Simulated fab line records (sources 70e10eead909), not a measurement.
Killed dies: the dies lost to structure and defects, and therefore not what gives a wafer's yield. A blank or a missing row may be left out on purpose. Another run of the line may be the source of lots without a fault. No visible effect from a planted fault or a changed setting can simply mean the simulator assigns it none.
Chamber matching | flow nand harc | NHARC_A_STAIRCASE_DEP_471 on pecvd-03 has 3 sister chambers
The step deposits SiO2, target thk 100 nm. 6 wafers are shown with their chamber, then 8 later ones without.

== WAFERS WITH THEIR CHAMBER ==
wafer  | chamber | heater power w (W) | throttle valve pct (%)
L085.4 | 0       | 352                | 15.1
L085.5 | 1       | 750                | 16.0
L088.1 | 2       | 623                | 15.6
L088.4 | 2       | 619                | 15.6
L088.6 | 0       | 498                | 15.0
L093.2 | 1       | 723                | 15.4

== WAFERS MISSING THEIR CHAMBER ==
wafer  | heater power w (W) | throttle valve pct (%)
L093.4 | 741                | 15.3
L093.6 | 669                | 15.9
L097.1 | 556                | 15.9
L097.2 | 714                | 15.6
L097.3 | 465                | 14.9
L096.1 | 530                | 15.7
L096.3 | 512                | 14.5
L096.6 | 734                | 15.3

== WHICH CHAMBER EACH WENT THROUGH ==
wafer  | from the rows above          | in truth
L093.4 | can't be placed: 1 or 2      | 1
L093.6 | can't be placed: 1 or 2      | 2
L097.1 | can't be placed: 2 or 1      | 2
L097.2 | can't be placed: 1 or 2      | 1
L097.3 | 0                            | 0
L096.1 | can't be placed: 2 or 0 or 1 | 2
L096.3 | 0                            | 0
L096.6 | can't be placed: 1 or 2      | 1
Correctly placed: 2 of 8. Can't be placed from these rows: 6 (the true chamber is among the candidates in 6). Placed wrongly: 0.
How it was worked out, from the rows above alone: a wafer's distance from a chamber is the root of the sum, over the readings, of the square of ((its reading less the chamber's mean) divided by the reading's scatter). If the next closest chamber is less than 2 further off than the closest, the wafer can't be placed; otherwise it belongs to the closest. Each chamber's mean is taken over the wafers shown for it. The scatter: take each reading less its chamber's mean, square it, sum over the shown wafers, divide by the number of wafers less the number of chambers, and take the root.
